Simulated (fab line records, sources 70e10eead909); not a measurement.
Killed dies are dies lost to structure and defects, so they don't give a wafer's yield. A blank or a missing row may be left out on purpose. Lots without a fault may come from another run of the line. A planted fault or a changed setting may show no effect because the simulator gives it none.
A struck lot beside a sound one | flow nand_harc | 21 steps out of a route of 1302
Sound: wafers L505.1, L505.3, L505.6. Struck: wafers L494.1, L494.3, L494.4. The cause comes at the end.
At each step with rows: each side's tool, then ch and its chambers, then its first start. Under that, the readings that differ: sound wafers | struck wafers | difference of the means | sigmas: that difference in standard deviations of wafers without a fault.
alike: readings whose means differ by less than 2 such deviations, and words and numbers that are the same on both sides. not compared: withheld readings, readings that some wafer has no value for, bounds like >300 that may hide the same value, and numbers for which the record gives no deviation and whose values overlap.
The two part at a step that has a row with sigmas, a row that says differs or no value, or rows on one side only. Numbers that don't overlap but have no deviation are shown without sigmas and don't part them. A reading that every wafer of one side lacks parts them only if that side has two wafers or more.

NHARC_A_BLC_CMP_25: polishes, t overpolish 30 s, target thk 150 nm.
  sound on cmp-03 ch 2,3, day 30 11:52; struck on cmp-03 ch 0,1,2, day 26 16:32
  alike: motor_current_A, overpolish_run_s, time_to_endpoint_s
then, 1 step without rows for these wafers: NHARC_A_BLC_SRD_27.
NHARC_A_BLC_INSPECT_28:
  sound on defect_inspect-01, day 30 12:16; struck on defect_inspect-01, day 26 16:55
  alike: raw_defect_count
then, 8 steps without rows for these wafers: NHARC_A_M0_DEP_00 (deposits SiOC, target thk 150 nm); NHARC_A_M0_DEHYDRATE_01 (time 120 s); NHARC_A_M0_HMDS_02 (time 30 s); NHARC_A_M0_COAT_33 (time 65 s); NHARC_A_M0_COAT_03 (resist thk 90 nm); NHARC_A_M0_SOFTBAKE_04 (time 55 s); NHARC_A_M0_EBR_05; NHARC_A_M0_EXPOSE_06 (exposes mask A M0, target cd 80 nm).
NHARC_A_M0_PEB_07: peb time 65 s.
  sound on litho_track-01 ch 0, day 30 13:05; struck on litho_track-04 ch 0, day 26 17:37
  reading                  | sound               | struck               | difference | sigmas
  heater_power_total_W (W) | 156.8 156.9 157.1   | 174.7 174.5 174.2    | +17.5      | +42
  plate_temp_C (C)         | 100.06 100.05 99.90 | 108.42 108.50 108.32 | +8.41      | +70
  alike: resist_line_temp_C
then, 1 step without rows for these wafers: NHARC_A_M0_DEVELOP_08 (develop time 35 s).
NHARC_A_M0_CD_MEAS_09: target cd 80 nm.
  sound on cd_sem-03 ch 0, day 30 13:10; struck on cd_sem-03 ch 0, day 26 17:42
  reading    | sound          | struck            | difference | sigmas
  cd_nm (nm) | 80.2 79.5 81.2 | 101.6 101.3 101.9 | +21.3      | +39
NHARC_A_M0_OVL_MEAS_10: pitch 160 nm.
  sound on overlay-01, day 30 13:15; struck on overlay-02, day 26 17:47
  reading           | sound       | struck         | difference | sigmas
  overlay_y_nm (nm) | 1.4 1.1 1.1 | -1.5 -1.3 -1.7 | -2.7       | -3
  alike: overlay_x_nm
NHARC_A_M0_INSPECT_11:
  sound on defect_inspect-02, day 30 13:17; struck on defect_inspect-02, day 26 17:49
  alike: raw_defect_count
NHARC_A_M0_DESCUM_14: chemistry O2, time 3 s.
  sound on rie_diel-06 ch 1,2, day 30 13:22; struck on rie_diel-06 ch 0,2,3, day 26 17:53
  reading               | sound            | struck          | difference | sigmas
  model.A_M0.cd_nm (nm) | 80.2 79.86 80.86 | 102.3 101.7 102 | +21.7      |
  alike: drypump_motor_current_A, oes_product_au, rf_vpp_V, showerhead_plenum_p_Torr, throttle_valve_pct
  not compared: rf_hours_counter_h
NHARC_A_M0_ETCH_34: etches the open film in N2/H2, target depth 40 nm, overetch 12 nm, time 43.94 s.
  sound on rie_diel-06 ch 1,2,3, day 30 13:27; struck on rie_diel-06 ch 0,2,3, day 26 17:58
  alike: drypump_motor_current_A, h2_flow_sccm, oes_product_au, rf_vpp_V, showerhead_plenum_p_Torr, throttle_valve_pct
  not compared: rf_hours_counter_h
NHARC_A_M0_ETCH_15: etches the open film in C4F8/Ar, target depth 150 nm, overetch 15 nm, time 82.5 s.
  sound on rie_diel-06 ch 1,2; struck on rie_diel-06 ch 0,2,3
  reading               | sound             | struck            | difference | sigmas
  model.A_M0.cd_nm (nm) | 80.52 79.92 81.21 | 102.1 101.9 102.2 | +21.5      |
  alike: oes_product_au, rf_vpp_V
  not compared: rf_hours_counter_h
NHARC_A_M0_CD_MEAS_16:
  sound on cd_sem-01, day 30 13:39; struck on cd_sem-01, day 26 18:11
  reading    | sound          | struck            | difference | sigmas
  cd_nm (nm) | 80.6 80.1 81.3 | 102.1 102.0 101.9 | +21.3      | +28
NHARC_END_SORT_01:
  sound on prober-02 ch 0, day 32 04:38; struck on prober-01 ch 0, day 28 05:53
  alike: defect_limited_yield, killed_at_array, killed_at_other, killed_at_periphery, killed_dies, killed_open, killed_short

WHERE THEY PART
First at NHARC_A_M0_PEB_07; last, within this record, at NHARC_A_M0_CD_MEAS_16. Later steps at which nothing parts them and some readings are alike: NHARC_END_SORT_01.

WHY: what the simulator had put in
Process parameter drift: litho_track-04, from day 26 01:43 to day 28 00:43, at NHARC_A_M0_PEB_07. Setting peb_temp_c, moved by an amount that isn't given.
